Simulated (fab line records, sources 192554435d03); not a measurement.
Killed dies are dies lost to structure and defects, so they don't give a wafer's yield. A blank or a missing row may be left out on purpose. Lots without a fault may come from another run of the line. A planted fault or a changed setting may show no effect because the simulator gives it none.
A struck lot beside a sound one | flow n5_finfet | 39 steps out of a route of 1938
Sound: wafers L931.1, L931.2, L931.6. Struck: wafers L921.1, L921.4, L921.5. The cause comes at the end.
At each step with rows: each side's tool, then ch and its chambers, then its first start. Under that, the readings that differ: sound wafers | struck wafers | difference of the means | sigmas: that difference in standard deviations of wafers without a fault.
alike: readings whose means differ by less than 2 such deviations, and words and numbers that are the same on both sides. not compared: withheld readings, readings that some wafer has no value for, bounds like >300 that may hide the same value, and numbers for which the record gives no deviation and whose values overlap.
The two part at a step that has a row with sigmas, a row that says differs or no value, or rows on one side only. Numbers that don't overlap but have no deviation are shown without sigmas and don't part them. A reading that every wafer of one side lacks parts them only if that side has two wafers or more.

first, 9 steps without rows for these wafers: N5_MOL_CONTACT_COAG_SPUTTER_130 (material Co, target thk 47.5 nm); N5_MOL_CONTACT_COAG_PRECLEAN_125 (cleans in DIW, time 57.5 s); N5_MOL_CONTACT_COAG_SRD_126 (dry time 32 s); N5_MOL_CONTACT_COAG_CMP_23 (polishes, stops on SiO2, t overpolish 1.5 s, target thk 0 nm); N5_MOL_CONTACT_COAG_WET_ETCH_26 (target Co, target depth 13 nm); N5_MOL_CONTACT_COAG_WET_ETCH_116 (etches the open film in SC1-inhibited, target depth 4.6 nm, rinse time 30 s); N5_MOL_CONTACT_COAG_ALD_27 (deposits SiOC, target thk 17 nm, pulse time 1.5 s, time 2720 s); N5_MOL_CONTACT_COAG_CMP_28 (polishes, stops on SiNx, t overpolish 0.85 s, target thk 14.522 nm); N5_MOL_CONTACT_COAG_ALD_123 (deposits SiNx, target thk 5 nm, pulse time 1 s, purge time 2 s).
N5_MOL_CONTACT_COAG_PECVD_31: deposits SiO2 from TEOS/O2, target thk 46 nm, time 8.9 s.
  sound on pecvd-03 ch 0,1, day 11 01:50; struck on pecvd-04 ch 0,2, day 8 09:27
  reading                      | sound             | struck | difference                    | sigmas
  chamber_pressure_Torr (Torr) | 6.495 6.513 6.505 | - - -  | no value on the struck wafers |
  not compared: since_wet_clean_h
then, 19 steps without rows for these wafers: N5_MOL_CONTACT_COAG_COAT_75 (time 60 s, resist thk 60 nm); N5_MOL_CONTACT_COAG_COAT_76 (time 60 s, resist thk 10 nm); N5_MOL_CONTACT_COAG_COAT_77 (time 60 s, resist thk 10 nm); N5_MOL_CONTACT_COAG_COAT_78 (resist thk 40 nm); N5_MOL_CONTACT_COAG_EBR_80; N5_MOL_CONTACT_COAG_SOFTBAKE_79 (time 60 s); N5_MOL_CONTACT_COAG_EXPOSE_81 (exposes mask VG, defocus 0 nm); N5_MOL_CONTACT_COAG_PEB_82 (peb time 60 s); N5_MOL_CONTACT_COAG_DEVELOP_83 (develop time 30 s); N5_MOL_CONTACT_COAG_DESCUM_88 (chemistry O2, time 7 s); N5_MOL_CONTACT_COAG_ETCH_89 (etches underlayer in N2/H2, target depth 13 nm, time 10.4 s); N5_MOL_CONTACT_COAG_ETCH_90 (etches SiARC in CF4, target depth 13 nm, time 21.7 s); N5_MOL_CONTACT_COAG_ALD_131 (deposits SiO2, target thk 5 nm, pulse time 1 s, co reactant pulse time 1 s); N5_MOL_CONTACT_COAG_ETCHBACK_132 (etches SiO2 in CHF3, target depth 10 nm, time 6.7 s); N5_MOL_CONTACT_COAG_ETCH_91 (etches SOC in N2/H2, target depth 60 nm, overetch 21 nm, time 101.2 s); N5_MOL_CONTACT_COAG_STRIP_92 (strips in N2/H2); N5_MOL_CONTACT_COAG_STRIP_93 (strips in N2/H2); N5_MOL_CONTACT_COAG_ETCHBACK_135 (etches SiO2 in CHF3, target depth 25 nm, time 16.7 s); N5_MOL_CONTACT_COAG_STRIP_118 (strips in CHF3).
N5_MOL_CONTACT_COAG_VIA_ETCH_46: etches SiO2 in C4F6/O2, target depth 46 nm, overetch 9.2 nm, time 40 s.
  sound on rie_diel-01 ch 0,2, day 11 03:15; struck on rie_diel-06 ch 0,3, day 8 10:37
  alike: O2_flow_sccm, drypump_motor_current_A, oes_product_au, rf_vpp_V, showerhead_plenum_p_Torr, throttle_valve_pct
  not compared: rf_hours_counter_h, model.etch.depth_nm
then, 5 steps without rows for these wafers: N5_MOL_CONTACT_COAG_STRIP_96 (strips in N2/H2); N5_MOL_CONTACT_COAG_ETCH_47 (etches SiNx in CH3F/O2, stops on W, target depth 27 nm); N5_MOL_CONTACT_COAG_STRIP_119 (strips in N2/H2, time 30 s); N5_MOL_CONTACT_COAG_PRECLEAN_144 (cleans in alkaline clean, time 60 s); N5_MOL_CONTACT_COAG_SRD_145 (time 30 s).
N5_MOL_CONTACT_COAG_CD_MEAS_137: target cd 16 nm.
  sound on cd_sem-03, day 11 03:35; struck on cd_sem-01, day 8 10:58
  reading    | sound          | struck | difference                    | sigmas
  cd_nm (nm) | 16.4 15.9 15.8 | - - -  | no value on the struck wafers |
N5_MOL_CONTACT_COAG_INSPECT_42: inspects for defects (brightfield).
  sound on defect_inspect-01, day 11 04:07; struck on defect_inspect-02, day 8 11:29
  reading          | sound       | struck         | difference | sigmas
  raw_defect_count | 222 207 161 | 1970 1963 2099 | +1814      | +38
N5_BEOL_M4_RC_MEAS_101:
  the record has rows for the sound wafers here (prober-01 ch 0, day 15 12:07) and none for the struck ones
-- the record jumps here: 8 days lie between the struck wafers' starts before and after (it left off in module BEOL_M4 and takes up again in module PASSIVATION, whose first step shown is number 1936 of the route) --
N5_PASSIVATION_PROBE_49:
  the record has rows for the struck wafers here (prober-02, day 16 12:06) and none for the sound ones

WHERE THEY PART
First at N5_MOL_CONTACT_COAG_PECVD_31; last, within this record, at N5_PASSIVATION_PROBE_49.

WHY: what the simulator had put in
Skipped step whole: pecvd-04, from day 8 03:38 on, at N5_MOL_CONTACT_COAG_PECVD_31. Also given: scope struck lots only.
